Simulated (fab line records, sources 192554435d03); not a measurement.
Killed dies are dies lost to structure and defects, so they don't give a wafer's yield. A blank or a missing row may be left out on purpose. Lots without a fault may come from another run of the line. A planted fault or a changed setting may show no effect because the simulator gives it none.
A struck lot beside a sound one | flow n5_finfet | 44 steps out of a route of 1938
Sound: wafers L392.4, L392.5, L392.6. Struck: wafers L404.4, L404.5. The cause comes at the end.
At each step with rows: each side's tool, then ch and its chambers, then its first start. Under that, the readings that differ: sound wafers | struck wafers | difference of the means | sigmas: that difference in standard deviations of wafers without a fault.
alike: readings whose means differ by less than 2 such deviations, and words and numbers that are the same on both sides. not compared: withheld readings, readings that some wafer has no value for, bounds like >300 that may hide the same value, and numbers for which the record gives no deviation and whose values overlap.
The two part at a step that has a row with sigmas, a row that says differs or no value, or rows on one side only. Numbers that don't overlap but have no deviation are shown without sigmas and don't part them. A reading that every wafer of one side lacks parts them only if that side has two wafers or more.

first, 3 steps without rows for these wafers: N5_BEOL_M10_TRENCH_ETCH_37 (etches SiCOH lowk in C4F6/O2, target depth 148.83 nm, time 48 s); N5_BEOL_M10_ETCH_41 (etches SiCN in CH3F/O2, target depth 42.6 nm, time 86 s); N5_BEOL_M10_STRIP_77 (strips in N2/H2, time 10 s).
N5_BEOL_M10_OCD_MEAS_38:
  sound on ocd-02, day 10 04:52; struck on ocd-02, day 13 10:41
  alike: trench_depth_nm
then, 4 steps without rows for these wafers: N5_BEOL_M10_HM_STRIP_39 (strips TiN in peroxide tin strip, target depth 25 nm, time 158 s); N5_BEOL_M10_SRD_40 (time 30 s); N5_BEOL_M10_PRECLEAN_42 (cleans in residue remover, time 60 s); N5_BEOL_M10_SRD_43 (time 30 s).
N5_BEOL_M10_CD_MEAS_35: target cd 70 nm.
  sound on cd_sem-02, day 10 05:01; struck on cd_sem-01, day 13 10:50
  alike: cd_nm
then, 1 step without rows for these wafers: N5_BEOL_M10_CURE_72 (cures SiCOH lowk, time 120 s).
N5_BEOL_M10_DEGAS_44: time 60 s.
  sound on pvd_sputter-03, day 10 05:27; struck on pvd_sputter-03, day 13 11:25
  alike: heater_power_w
then, 1 step without rows for these wafers: N5_BEOL_M10_PRE_CLEAN_45 (time 30 s).
N5_BEOL_M10_ALD_74: deposits TaN, target thk 2 nm, pulse time 2 s, purge time 3 s.
  sound on ald_metal-02 ch 0,1,2, day 10 05:41; struck on ald_metal-02 ch 1,3, day 13 11:32
  reading                                  | sound    | struck | difference | sigmas
  ald_cycles                               | 40 40 40 | 22 22  | -18        |
  model.TaN_of_BEOL_M10_ALD_74.thk_nm (nm) | 2 2 2    | 1 1.2  | -1         |
  alike: heater_power_w
N5_BEOL_M10_SURFACE_TREAT_76:
  sound on pvd_sputter-02, day 10 05:50; struck on pvd_sputter-02, day 13 11:49
  not compared: throttle_valve_pct
then, 4 steps without rows for these wafers: N5_BEOL_M10_CVD_75 (deposits Co from CCTBA/H2, target thk 2 nm, time 138.9 s); N5_BEOL_M10_SPUTTER_48 (material Cu, target thk 12 nm, time 2 s); N5_BEOL_M10_ECD_50 (material Cu, target thk 318 nm); N5_BEOL_M10_ANNEAL_51 (time 90 s).
N5_BEOL_M10_CMP_52: polishes, stops on SiCOH lowk, t overpolish 7 s, target thk 140 nm.
  sound on cmp-03 ch 1,2, day 10 06:40; struck on cmp-02 ch 0,3, day 13 13:01
  alike: clearing_platen_down_force_psi, motor_current_A
N5_BEOL_M10_THK_MEAS_53: measures by xrf.
  sound on film_metro-02, day 10 06:58; struck on film_metro-02, day 13 13:16
  alike: M10_THK
then, 2 steps without rows for these wafers: N5_BEOL_M10_PRE_CLEAN_55 (time 15 s); N5_BEOL_M10_DEP_56 (deposits SiCN from 3MS/NH3, target thk 15 nm, time 26.5 s).
N5_BEOL_M10_RS_MEAS_57: measures by four-point-probe.
  sound on film_metro-01, day 10 07:08; struck on film_metro-02, day 13 13:25
  alike: M10_RS
N5_BEOL_M10_INSPECT_58: inspects for defects (darkfield).
  sound on defect_inspect-02, day 10 07:10; struck on defect_inspect-01, day 13 13:26
  alike: raw_defect_count
then, 1 step without rows for these wafers: N5_BEOL_M11_ILD_DEP_00 (deposits SiCOH lowk from DEMS/porogen, target thk 308.51 nm, time 58 s).
N5_BEOL_M11_CURE_71: cures SiCOH lowk, time 240 s.
  sound on uv_cure-02 ch 2, day 10 07:38; struck on uv_cure-02 ch 1, day 13 13:59
  reading          | sound             | struck      | difference | sigmas
  wafer_temp_C_max | 388.7 388.8 388.3 | 386.9 386.6 | -1.9       | -2
  alike: lamp_power_pct
N5_BEOL_M11_THK_MEAS_01:
  sound on film_metro-02, day 10 07:55; struck on film_metro-02, day 13 14:16
  alike: M11_ILD_THK
N5_BEOL_M11_PECVD_70: deposits SiO2 from TEOS/O2, target thk 20 nm, time 22.7 s.
  sound on pecvd-01 ch 0,1,2, day 10 07:58; struck on pecvd-03 ch 0,1, day 13 14:19
  alike: heater_power_w, showerhead_plenum_p_Torr, showerhead_vpp_V, throttle_valve_pct
then, 9 steps without rows for these wafers: N5_BEOL_M11_HM_DEP_02 (deposits TiN, target thk 20 nm); N5_BEOL_M11_COAT_59 (time 60 s, resist thk 100 nm); N5_BEOL_M11_COAT_60 (time 60 s, resist thk 30 nm); N5_BEOL_M11_COAT_05 (resist thk 90 nm); N5_BEOL_M11_EBR_07; N5_BEOL_M11_SOFTBAKE_06 (time 60 s); N5_BEOL_M11_EXPOSE_08 (exposes mask M11); N5_BEOL_M11_PEB_09 (peb time 60 s); N5_BEOL_M11_DEVELOP_10 (develop time 30 s).
N5_BEOL_M11_CD_MEAS_11: target cd 64.1 nm.
  sound on cd_sem-02 ch 0, day 10 09:24; struck on cd_sem-02 ch 0, day 13 15:31
  alike: cd_nm
N5_BEOL_M11_OVL_MEAS_12:
  sound on overlay-02 ch 0, day 10 09:26; struck on overlay-02 ch 0, day 13 15:32
  alike: M11_OVL
N5_BEOL_M11_INSPECT_13: inspects for defects (brightfield).
  sound on defect_inspect-01, day 10 09:27; struck on defect_inspect-01, day 13 15:34
  reading          | sound       | struck  | difference | sigmas
  raw_defect_count | 376 292 281 | 701 404 | +236       | +2
then, 2 steps without rows for these wafers: N5_BEOL_M11_DESCUM_16 (chemistry O2, time 7.9 s); N5_BEOL_M11_ETCH_61 (etches SiARC in CF4, target depth 39 nm, time 65 s).
N5_BEOL_M15_RC_MEAS_101:
  sound on prober-02 ch 0, day 11 21:04; struck on prober-01 ch 0, day 14 20:22
  reading                 | sound                      | struck            | difference | sigmas
  COMB_M10 (S/m)          | 1.48e-11 1.44e-11 1.56e-11 | 7.15e-11 6.62e-11 | +5.39e-11  | +18
  COMB_M10_max_site (S/m) | 1.9e-11 1.7e-11 2.4e-11    | 9.6e-11 1.36e-10  | +9.6e-11   | +20
  alike: COMB_M11, COMB_M12, COMB_M13, COMB_M14, COMB_M15, COMB_M5, COMB_M6, COMB_M7, COMB_M8, COMB_M9, SERP_M10, SERP_M11, SERP_M12, SERP_M13, SERP_M14, SERP_M5, SERP_M6, SERP_M7, SERP_M8, SERP_M9
N5_PASSIVATION_PROBE_49:
  sound on prober-01, day 12 12:10; struck on prober-02, day 15 10:22
  reading                  | sound          | struck    | difference | sigmas
  defect_limited_yield (%) | 89.1 90.0 87.6 | 91.5 91.9 | +2.8       | +2
  killed_at_front_end      | 69 43 61       | 28 30     | -29        | -3
  killed_dies              | 129 118 146    | 100 95    | -34        | -2
  sort_bin_4_leakage (%)   | 0 0 0          | 0.34 0.34 | +0.34      | +2
  sort_n_pass              | 1051 1062 1034 | 1080 1085 | +34        | +2
  sort_yield_pct (%)       | 89.1 90.0 87.6 | 91.5 91.9 | +2.8       | +2
  alike: killed_at_M0_to_M3, killed_at_M4_up, killed_at_contacts, killed_at_other, killed_open, killed_short, sort_bin_5_function, sort_bin_6_memory

WHERE THEY PART
First at N5_BEOL_M11_CURE_71; last, within this record, at N5_PASSIVATION_PROBE_49.

WHY: what the simulator had put in
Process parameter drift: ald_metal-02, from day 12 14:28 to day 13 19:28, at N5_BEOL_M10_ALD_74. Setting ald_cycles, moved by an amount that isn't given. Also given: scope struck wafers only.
